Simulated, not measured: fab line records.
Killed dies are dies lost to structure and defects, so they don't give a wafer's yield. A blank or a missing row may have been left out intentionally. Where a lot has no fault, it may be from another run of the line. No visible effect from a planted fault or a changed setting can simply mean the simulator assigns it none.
A lot that was struck, set against a sound lot    flow n5 finfet    38 out of 1938 route steps
Sound: the wafers L817.2, L817.4, L817.6. Struck: wafer L828.3 (left out: L828.2, a lot-mate that was not struck); the cause follows at the end.
At each step with rows: each side's tool, then ch and its chambers, then its first start. Under that, the readings that differ: sound wafers    struck wafers    difference of the means    sigmas: that difference in standard deviations of wafers without a fault.
alike: a reading whose means differ by less than 2 such deviations, as well as words and numbers matching on both sides. not compared: withheld readings; readings where some wafer has no value; bounds like >300 that might hide an equal value; numbers whose values overlap and for which the record gives no deviation.
Wherever a step has rows on one side only, a row that says differs or no value, or a row with sigmas, the two part there. Numbers that have no deviation but don't overlap get no sigmas and don't part them. A reading that every wafer of one side lacks parts them only if that side has two wafers or more.

first, 9 steps without rows for these wafers: N5_BEOL_M4_ANNEAL_95 (time 240 s); N5_BEOL_M4_SPUTTER_96 (material Cu, target thk 4.5 nm, time 8.29 s); N5_BEOL_M4_ECD_50 (material Cu, target thk 300 nm); N5_BEOL_M4_ANNEAL_51 (time 90 s); N5_BEOL_M4_CMP_52 (polishes, stops on SiOC, t overpolish 6.8 s, target thk 40 nm); N5_BEOL_M4_PRE_CLEAN_60 (time 15 s); N5_BEOL_M4_CO_CAP_55 (material Co, precursor CCTBA/H2, target thk 2 nm, time 102.1 s); N5_BEOL_M4_PRE_CLEAN_56 (time 15 s); N5_BEOL_M4_DEP_57 (deposits SiCN from 3MS/NH3, target thk 8 nm, time 14 s).
N5_BEOL_M4_RC_MEAS_101:
  sound on prober-02 ch 0, day 9 05:07; struck on prober-02 ch 0, day 11 22:07
  alike: DIBL_N, DIBL_P, IOFF_N, IOFF_P, ION_N, ION_P, SS_N, SS_P, VT_N, VT_P
then, 24 steps without rows for these wafers: N5_BEOL_M5_ILD_DEP_00 (deposits SiCOH lowk from DEMS/porogen, target thk 140.64 nm, time 25.9 s); N5_BEOL_M5_CURE_79 (cures SiCOH lowk, time 240 s); N5_BEOL_M5_PECVD_70 (deposits SiO2 from TEOS/O2, target thk 16 nm, time 18 s); N5_BEOL_M5_HM_DEP_02 (deposits TiN, target thk 20 nm); N5_BEOL_M5_COAT_59 (time 60 s, resist thk 60 nm); N5_BEOL_M5_COAT_60 (time 60 s, resist thk 12 nm); N5_BEOL_M5_COAT_71 (time 60 s, resist thk 5 nm); N5_BEOL_M5_COAT_05 (resist thk 30 nm); N5_BEOL_M5_EBR_07; N5_BEOL_M5_SOFTBAKE_06 (time 60 s); N5_BEOL_M5_EXPOSE_08 (exposes mask M5, target cd 28 nm); N5_BEOL_M5_PEB_09 (peb time 60 s); N5_BEOL_M5_DEVELOP_10 (develop time 30 s); N5_BEOL_M5_DESCUM_16 (chemistry O2, time 7 s); N5_BEOL_M5_ETCH_72 (etches underlayer in N2/H2, target depth 6.5 nm, time 5.2 s); N5_BEOL_M5_ETCH_61 (etches SiARC in CF4, target depth 15.6 nm, time 26 s); N5_BEOL_M5_ETCH_62 (etches SOC in N2/H2, target depth 75 nm, overetch 15 nm, time 112.5 s); N5_BEOL_M5_STRIP_63 (strips in N2/H2); N5_BEOL_M5_STRIP_73 (strips in N2/H2); N5_BEOL_M5_STRIP_64 (strips in CF4); N5_BEOL_M5_HM_OPEN_17 (chemistry Cl2/BCl3, target TiN, target depth 20 nm, overetch 6 nm); N5_BEOL_M5_STRIP_19 (strips in O2); N5_BEOL_M5_COAT_65 (time 60 s, resist thk 60 nm); N5_BEOL_M5_COAT_66 (time 60 s, resist thk 12 nm).
-- the record jumps here: 3 days lie between the struck wafers' starts before and after (it left off in module BEOL_M5 and takes up again in module BEOL_M11, whose first step shown is number 1596 of the route) --
N5_BEOL_M11_CMP_52: polishes, stops on SiCOH lowk, t overpolish 7 s, target thk 140 nm.
  sound on cmp-03 ch 0,1,2, day 12 00:47; struck on cmp-03 ch 1, day 14 12:38
reading                       sound              struck  difference  sigmas
barrier field endpoint s (s)  28.8 28.5 28.5     46.9    +18.3       +24
overpolish run s (s)          6.989 6.977 6.986  0.033   -6.951      -99 or more
time to endpoint s (s)        67.5 68.6 64.3     86.2    +19.4       +7
  alike: clearing platen down force psi, motor current A
N5_BEOL_M11_THK_MEAS_53: measures by xrf.
  sound on film metro-02 at day 12 01:00; struck on film metro-02 at day 14 12:51
reading       sound              struck  difference  sigmas
M11_THK (nm)  141.5 139.0 136.7  254.9   +115.8      +55
N5_BEOL_M11_INSPECT_58: inspects for defects (darkfield).
  sound on defect inspect-01 at day 12 01:09; struck on defect inspect-02 at day 14 13:00
reading           sound     struck  difference  sigmas
raw defect count  42 52 71  1075    +1020       +51
N5_PASSIVATION_PROBE_49:
  sound on prober-02 at day 14 05:00; struck on prober-02 at day 16 02:53
reading                   sound           struck  difference  sigmas
defect limited yield (%)  92.2 90.9 92.7  0       -92         -66
killed_at_M4_up           5 9 13          1102    +1093       +99 or more
killed at front end       47 55 47        27      -23         -2
killed dies               92 107 86       1180    +1085       +68
killed on rim             9 15 10         152     +141        +35
sort n pass               1088 1073 1094  0       -1085       -68
sort yield pct (%)        92.2 90.9 92.7  0       -92         -66
  alike: killed_at_M0_to_M3, killed at contacts, killed at other, killed open, killed short, sort_bin_5_function, sort_bin_6_memory

WHERE THEY PART
At N5_BEOL_M11_CMP_52 first; at N5_PASSIVATION_PROBE_49 last (within this record only).

WHY: whatever the simulator had introduced
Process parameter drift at N5_BEOL_M11_CMP_52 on cmp-03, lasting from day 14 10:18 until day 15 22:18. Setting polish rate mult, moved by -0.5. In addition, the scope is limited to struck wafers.
